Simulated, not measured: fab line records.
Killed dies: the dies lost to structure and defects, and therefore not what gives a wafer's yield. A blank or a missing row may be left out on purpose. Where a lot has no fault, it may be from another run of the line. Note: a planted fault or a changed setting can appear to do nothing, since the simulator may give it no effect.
fab line records	flow nand-harc
record: lots: 14	wafers: 42	last-day: 24
route steps=1159 shown A_CONTACT@868 A_BONDPAD@1073 THIN_TSV@1118 END@1159
lots that met no fault: taken from a fault-free run of the same line
start-h: the number of hours between the record's first day and the start of the first shown wafer of the lot	wait-h: time in hours since the lot's previous step	" unchanged from the row above	L1.1+2: a row that stands for several wafers	- no value, or no start was given	* or withheld: withheld	< > ~ a bound
route shown NAME@n: a module of which the file shows steps, and the number in the route of the first	usual: the fault-free wafers' mean and standard deviation	same: alike in all rows	chamber/n: place in a boat	sites: the reading at each site	_std_site: the values' standard deviation	_edge_site: the outer-site mean with the inner-site mean subtracted	radius-mm: how far each site lies from the wafer's centre	mask NAME#n: copy n	behind: the last tool/chamber to shape the wafer	hold: what put the lot on hold/how long, in hours/how the hold closed	device: the n, p or np transistor that did not switch	end of line: tests of these same wafers at the route's end	a step with no rows: only its recipe	killed: the dies lost at the first sort to structure and to defects; this is not the yield of the wafer	map: a wafer's dies, marking killed ones x, the rest . and places with no die _
set.NAME: the setting the step ran with; set.NAME@STEP: the setting that earlier step ran with	model.NAME: the simulator's own value behind a step, which no gauge read
route steps across a sampled set of lots; one table per step, one row per wafer
services: from which hour (start-h, from the record's first day; less than 0 if before it) a tool's chamber was out of use, for how many hours, and why
== steps ==
step: NHARC_A_CONTACT_ETCH_117
recipe: source-w: withheld	pressure-mtorr: 20	bias-v: 3000	time-s: 94	target-depth-a: 9220	ar-flow-sccm: withheld	c4f8-flow-sccm: withheld	o2-flow-sccm: withheld	chemistry: C4F8/O2/Ar
lot.wafer	tool	chamber	start-h	wait-h	rf-hours-counter-h
L665.1	har-cap-etch-03	1	373.66	0.1	82
L665.2	"	0	"	"	82
L665.3	"	0	"	"	-
L666.2	har-cap-etch-03	1	380.51	0.1	83
L666.3	"	0	"	"	-
L666.6	"	1	"	"	-
L667.2	har-cap-etch-02	0	381.30	0.1	11
L667.1	"	1	"	"	11
L667.3	"	1	"	"	-
L672.2	har-cap-etch-03	0	400.07	0.1	87
L672.6	"	0	"	"	-
L672.5	"	1	"	"	-
L669.3	har-cap-etch-02	0	404.68	0.1	-
L669.4	"	1	"	"	-
L669.6	"	0	"	"	-
L670.1	har-cap-etch-03	0	412.00	0.1	88
L670.4	"	1	"	"	-
L670.5	"	1	"	"	-
L671.1	har-cap-etch-03	1	419.02	0.1	89
L671.2	"	0	"	"	89
L671.4	"	0	"	"	-
L674.4	har-cap-etch-03	1	428.61	0.1	-
L674.3	"	0	"	"	-
L674.5	"	0	"	"	-
L677.1	har-cap-etch-03	1	434.73	0.1	93
L677.6	"	0	"	"	-
L677.5	"	1	"	"	-
L673.4	har-cap-etch-03	0	438.80	0.1	-
L673.6	"	0	"	"	-
L673.5	"	1	"	"	-
L684.2	har-cap-etch-01	0	481.15	0.1	76
L684.1	"	1	"	"	76
L684.3	"	0	"	"	-
L686.1	har-cap-etch-01	1	507.96	0.1	80
L686.4	"	0	"	"	-
L686.6	"	1	"	"	-
L685.3	har-cap-etch-03	1	510.45	0.1	-
L685.4	"	0	"	"	-
L685.6	"	1	"	"	-
L687.1	har-cap-etch-02	0	512.89	0.1	34
L687.4	"	0	"	"	-
L687.5	"	1	"	"	-
step: NHARC_A_BONDPAD_OVL_MEAS_35
usual: overlay-x-nm: 1/6.8	overlay-y-nm: -1/5.1
lot.wafer	tool	chamber	start-h	wait-h	overlay-x-nm	overlay-y-nm
L665.1	overlay-02	-	410.98	-	6	-8
L665.2	"	-	"	"	7	-8
L665.3	"	-	"	"	7	-8
L666.2	overlay-02	-	416.91	-	10	-5
L666.3	"	-	"	"	10	-4
L666.6	"	-	"	"	10	-5
L667.1	overlay-02	-	420.17	-	-3	5
L667.2	"	-	"	"	-3	6
L667.3	"	-	"	"	-3	5
L672.2	overlay-02	-	439.68	-	-1	-3
L672.5	"	-	"	"	-1	-3
L672.6	"	-	"	"	-1	-3
L669.3	overlay-02	-	449.44	-	3	1
L669.4	"	-	"	"	3	1
L669.6	"	-	"	"	4	1
L670.1	overlay-02	-	449.66	-	13	-5
L670.4	"	-	"	"	13	-4
L670.5	"	-	"	"	13	-5
L671.1	overlay-02	-	457.44	-	7	5
L671.2	"	-	"	"	8	6
L671.4	"	-	"	"	7	6
L674.3	overlay-02	-	461.10	-	-1	-3
L674.4	"	-	"	"	-1	-3
L674.5	"	-	"	"	-1	-3
L677.1	overlay-02	-	465.88	-	3	-1
L677.5	"	-	"	"	3	0
L677.6	"	-	"	"	3	0
L673.4	overlay-02	-	469.30	-	-6	-1
L673.5	"	-	"	"	-7	-1
L673.6	"	-	"	"	-7	-1
L684.1	overlay-01	-	514.28	-	9	-11
L684.2	"	-	"	"	9	-11
L684.3	"	-	"	"	9	-11
L686.1	overlay-02	-	539.57	-	0	-4
L686.4	"	-	"	"	0	-3
L686.6	"	-	"	"	0	-4
L685.3	overlay-02	-	541.74	-	-7	-2
L685.4	"	-	"	"	-7	-1
L685.6	"	-	"	"	-7	-1
L687.1	overlay-01	-	553.66	-	-1	-7
L687.4	"	-	"	"	-1	-7
L687.5	"	-	"	"	-1	-8
step: NHARC_A_BONDPAD_THK_MEAS_20
recipe: thk-meas-gauge: xrf
usual: thk-nm: 170.4/1.4
lot.wafer	tool	chamber	start-h	wait-h	thk-nm
L665.1	film-metro-02	-	413.64	-	169.7
L665.2	"	-	"	"	170.3
L665.3	"	-	"	"	171.5
L666.2	film-metro-02	-	419.38	-	170.7
L666.3	"	-	"	"	171.7
L666.6	"	-	"	"	171.1
L667.1	film-metro-02	-	422.95	-	171.8
L667.2	"	-	"	"	170.5
L667.3	"	-	"	"	171.3
L672.2	film-metro-02	-	447.39	-	167.4
L672.5	"	-	"	"	171.5
L672.6	"	-	"	"	169.6
L669.3	film-metro-01	-	452.44	-	170.5
L669.4	"	-	"	"	166.3
L669.6	"	-	"	"	171.6
L670.1	film-metro-02	-	453.27	-	170.3
L670.4	"	-	"	"	169.4
L670.5	"	-	"	"	169.8
L671.1	film-metro-02	-	460.08	-	171.8
L671.2	"	-	"	"	170.0
L671.4	"	-	"	"	169.9
L674.3	film-metro-01	-	463.74	-	169.8
L674.4	"	-	"	"	169.9
L674.5	"	-	"	"	171.4
L677.1	film-metro-01	-	468.41	-	172.6
L677.5	"	-	"	"	169.2
L677.6	"	-	"	"	168.1
L673.4	film-metro-02	-	471.82	-	172.0
L673.5	"	-	"	"	169.3
L673.6	"	-	"	"	169.5
L684.1	film-metro-02	-	516.83	-	168.8
L684.2	"	-	"	"	170.3
L684.3	"	-	"	"	173.2
L686.1	film-metro-02	-	542.07	-	170.9
L686.4	"	-	"	"	171.2
L686.6	"	-	"	"	169.4
L685.3	film-metro-01	-	544.27	-	171.2
L685.4	"	-	"	"	168.9
L685.6	"	-	"	"	170.0
L687.1	film-metro-01	-	556.13	-	167.5
L687.4	"	-	"	"	171.5
L687.5	"	-	"	"	166.8
step: NHARC_THIN_TSV_DESCUM_14
recipe: time-s: 3	o2-flow-sccm: 200	ar-flow-sccm: 0	bias-power-w: 0	chemistry: O2
usual: drypump-motor-current-A: 5.7/0.43	oes-product-au: 0.991/0.012	rf-vpp-V: 57.8/0.84	showerhead-plenum-p-Torr: 1.91/0.086	throttle-valve-pct: 11.311/0.0076
lot.wafer	tool	chamber	start-h	wait-h	drypump-motor-current-A	oes-product-au	rf-hours-counter-h	rf-vpp-V	showerhead-plenum-p-Torr	throttle-valve-pct
L665.1	rie-diel-04	2	432.32	-	5.7	0.993	10	58.3	1.91	11.303
L665.3	"	0	"	"	5.1	0.979	9	57.1	1.89	11.307
L665.2	"	1	"	"	6.4	0.977	10	59.5	2.05	11.325
L666.3	rie-diel-07	0	432.97	-	5.2	0.999	1	56.8	1.80	11.320
L666.2	"	1	"	"	5.6	0.997	1	58.7	2.04	11.309
L666.6	"	3	"	"	6.5	0.992	-	57.9	2.03	11.295
L667.3	rie-diel-04	2	434.49	-	5.8	1.003	11	59.1	1.91	11.312
L667.1	"	0	"	"	5.2	0.983	10	57.3	1.89	11.322
L667.2	"	1	"	"	6.4	0.991	11	58.6	2.05	11.307
L672.2	rie-diel-09	1	460.22	-	5.5	1.009	2	57.7	1.88	11.305
L672.6	"	2	"	"	6.1	0.968	-	58.3	1.87	11.318
L672.5	"	3	"	"	5.9	0.992	-	56.7	1.88	11.301
L669.3	rie-diel-07	3	468.33	-	6.5	0.986	3	57.8	2.03	11.316
L669.4	"	0	"	"	5.2	1.014	3	58.2	1.80	11.297
L669.6	"	1	"	"	5.6	0.992	-	58.0	2.03	11.311
L670.4	rie-diel-09	0	469.44	-	5.8	0.972	3	58.2	1.82	11.317
L670.1	"	1	"	"	5.6	1.005	3	57.4	1.88	11.311
L670.5	"	0	"	"	5.8	0.966	-	57.3	1.82	11.309
L671.4	rie-diel-09	2	473.39	-	6.1	0.984	4	57.2	1.87	11.314
L671.2	"	3	"	"	5.9	0.999	3	57.4	1.88	11.297
L671.1	"	1	"	"	5.6	1.013	4	57.8	1.88	11.323
L674.3	rie-diel-04	3	480.50	-	5.4	0.991	0	56.5	1.80	11.311
L674.4	"	0	"	"	5.2	0.985	0	56.7	1.89	11.332
L674.5	"	2	"	"	5.7	0.986	-	57.9	1.91	11.304
L677.1	rie-diel-09	1	481.59	-	5.6	1.006	5	56.0	1.88	11.312
L677.6	"	2	"	"	6.2	0.979	-	57.6	1.87	11.316
L677.5	"	3	"	"	5.9	1.001	-	57.7	1.88	11.317
L673.4	rie-diel-09	2	484.72	-	6.2	0.987	6	57.2	1.87	11.315
L673.5	"	0	"	"	5.8	0.983	-	56.8	1.82	11.308
L673.6	"	1	"	"	5.5	1.004	-	57.9	1.88	11.321
L684.2	rie-diel-04	1	532.02	-	6.4	1.002	4	58.9	2.05	11.316
L684.1	"	2	"	"	5.7	0.990	4	58.2	1.91	11.295
L684.3	"	0	"	"	5.2	0.999	4	57.4	1.89	11.316
L686.1	rie-diel-09	3	554.98	-	5.9	0.983	11	58.8	1.87	11.307
L686.4	"	0	"	"	5.8	0.979	12	58.9	1.82	11.319
L686.6	"	3	"	"	5.9	0.996	-	58.1	1.87	11.302
L685.3	rie-diel-04	2	556.19	-	5.7	0.999	5	58.0	1.91	11.321
L685.4	"	0	"	"	5.1	0.992	5	58.2	1.89	11.313
L685.6	"	2	"	"	5.7	1.001	-	58.5	1.91	11.307
L687.4	rie-diel-09	2	568.95	-	6.2	0.970	15	56.8	1.87	11.307
L687.1	"	3	"	"	5.9	0.973	13	58.6	1.87	11.313
L687.5	"	1	"	"	5.6	0.997	-	58.2	1.88	11.304
step: NHARC_END_SORT_01
recipe: temp-c: 25
usual: killed-at-array: 28/11	killed-at-other: 0.5/0.87	killed-at-periphery: 2.9/2.2	killed-dies: 32/11	killed-open: 3.2/1.9	killed-short: 1.8/1.4
same: gross-dies: 677
lot.wafer	tool	chamber	start-h	wait-h	killed-at-array	killed-at-other	killed-at-periphery	killed-dies	killed-open	killed-short
L674.3	prober-02	0	500.67	3.1	102	0	1	103	4	1
L674.4	prober-02	0	501.47	3.4	110	0	2	112	5	4
L674.5	prober-02	0	502.27	3.7	104	1	0	105	3	2
L677.1	prober-01	0	500.73	2.5	130	0	3	133	4	3
L677.5	prober-01	0	503.93	3.7	129	0	4	133	6	2
L677.6	prober-01	0	504.73	4.0	141	0	1	142	3	4
L673.4	prober-01	0	510.89	3.4	116	0	9	125	4	0
L673.5	prober-01	0	511.67	3.6	107	0	9	116	5	0
L673.6	prober-01	0	512.46	3.9	116	0	1	117	2	0
killed by level:class
L674.3 A_CONTACT:unspecified=89 A_WL_FILL:chamber-film-flake=4 A_BLC:geometric-particle:open=3 A_CHANNEL_HOLE_D1:chamber-film-flake=2 A_M0:geometric-particle:short=1 A_M0:geometric-particle:open=1 P_ZERO_WELL:chamber-film-flake=1 A_STAIRCASE:chamber-film-flake=1
L677.1 A_CONTACT:unspecified=93 A_CHANNEL_HOLE_D1:chamber-film-flake=13 A_SLIT:chamber-film-flake=10 A_STAIRCASE:chamber-film-flake=4 A_CONTACT:chamber-film-flake=3 A_ONON_D1:geometric-particle:short=2 P_STI:chamber-film-flake=2 P_STI:geometric-particle:open=1
L674.4 A_CONTACT:unspecified=96 A_CHANNEL_HOLE_D1:chamber-film-flake=2 A_STAIRCASE:chamber-film-flake=2 A_WL_FILL:chamber-film-flake=2 P_CONTACT:geometric-particle:short=1 P_M1:geometric-particle:open=1 A_SOURCE_PLATE:geometric-particle:short=1 A_SOURCE_PLATE:geometric-particle:open=1
L674.5 A_CONTACT:unspecified=96 A_WL_FILL:chamber-film-flake=2 A_SOURCE_PLATE:geometric-particle:open=1 A_SOURCE_PLATE:geometric-particle:short=1 A_CONTACT:geometric-particle:open=1 A_CONTACT:geometric-particle:short=1 A_M0:geometric-particle:open=1 A_CHANNEL_HOLE_D1:chamber-film-flake=1
L677.5 A_CONTACT:unspecified=92 A_CHANNEL_HOLE_D1:chamber-film-flake=16 A_SLIT:chamber-film-flake=8 A_CHANNEL_FILL_D1:geometric-particle:open=3 P_STI:chamber-film-flake=3 A_M0:geometric-particle:open=2 A_ZERO_WELL:chamber-film-flake=2 A_CONTACT:chamber-film-flake=2
L677.6 A_CONTACT:unspecified=100 A_CHANNEL_HOLE_D1:chamber-film-flake=15 A_SLIT:chamber-film-flake=15 A_STAIRCASE:chamber-film-flake=3 A_CHANNEL_FILL_D1:geometric-particle:short=2 A_ONON_D1:geometric-particle:short=1 A_CHANNEL_FILL_D1:geometric-particle:open=1 A_WL_FILL:geometric-particle:short=1
L673.4 A_CONTACT:unspecified=92 A_SLIT:chamber-film-flake=12 P_M2:chamber-film-flake=7 A_STAIRCASE:chamber-film-flake=7 A_CHANNEL_FILL_D1:geometric-particle:open=2 A_CHANNEL_HOLE_D1:chamber-film-flake=2 P_M0:geometric-particle:open=1 A_CONTACT:geometric-particle:open=1
L673.5 A_CONTACT:unspecified=95 P_M2:chamber-film-flake=4 A_SLIT:chamber-film-flake=4 A_CHANNEL_HOLE_D1:chamber-film-flake=3 P_M0:geometric-particle:open=2 P_CONTACT:geometric-particle:open=1 A_CHANNEL_FILL_D1:geometric-particle:open=1 A_CONTACT:geometric-particle:open=1
L673.6 A_CONTACT:unspecified=99 A_SLIT:chamber-film-flake=8 A_STAIRCASE:chamber-film-flake=4 A_CONTACT:geometric-particle:open=1 A_M0:geometric-particle:open=1 P_M2:chamber-film-flake=1 A_ZERO_WELL:chamber-film-flake=1 A_CHANNEL_HOLE_D1:chamber-film-flake=1
== services ==
tool	chamber	start-h	hours	kind
rie-diel-09	0	361.19	-	clean
rie-diel-09	1	361.19	-	clean
rie-diel-09	2	361.19	-	clean
rie-diel-09	3	361.19	-	clean
rie-diel-09	0	385.69	-	clean
rie-diel-09	1	385.69	-	clean
rie-diel-09	2	385.69	-	clean
rie-diel-09	3	385.69	-	clean
rie-diel-07	-	405.33	9.0	pm
rie-diel-09	1	405.88	2.4	repair
rie-diel-09	0	410.19	-	clean
rie-diel-09	1	410.19	-	clean
rie-diel-09	2	410.19	-	clean
rie-diel-09	3	410.19	-	clean
rie-diel-09	-	431.10	9.0	pm
rie-diel-09	0	431.10	9.0	vent-cycle
rie-diel-09	1	449.71	3.0	repair
rie-diel-04	-	466.05	9.0	pm
rie-diel-07	1	471.40	2.7	repair
har-cap-etch-03	-	545.00	17.0	pm
har-cap-etch-03	0	545.00	17.0	vent-cycle
har-cap-etch-03	1	545.00	17.0	vent-cycle
har-cap-etch-03	0	562.00	-	clean
har-cap-etch-03	1	562.00	-	clean
== key ==
first-sign: step: NHARC_END_SORT_01	reading: killed-dies	direction: up	sigmas: 8.1	usual: 32	struck: 121
effect: step: NHARC_END_SORT_01	reading: killed-at-array	direction: up	sigmas: 8.1	usual: 28	struck: 117
more-kills-born-at: NHARC_A_CONTACT_ETCH_117@har-cap-etch-03: 836
met-at NHARC_A_CONTACT_ETCH_117
struck-lots L673,L674,L677
tester-left-out L673,L674,L677
not-acting-at NHARC_A_BONDPAD_OVL_MEAS_35,NHARC_A_BONDPAD_THK_MEAS_20,NHARC_THIN_TSV_DESCUM_14
onset-between 419.02 428.61
fault: kind: chamber-particle-source	tool: har-cap-etch-03	chamber: -	onset-h: 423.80	steps: NHARC_A_CONTACT_ETCH_117	rate-per-visit-cm2: 1.3883	end-h: 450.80
tester-left-out: of these lots the tester's yield and bins aren't shown, on N5 and GAA mostly nor the transistor test; their killed dies are dies lost to structure and defects alone, not to doping, threshold or leakage, so they don't give the yield
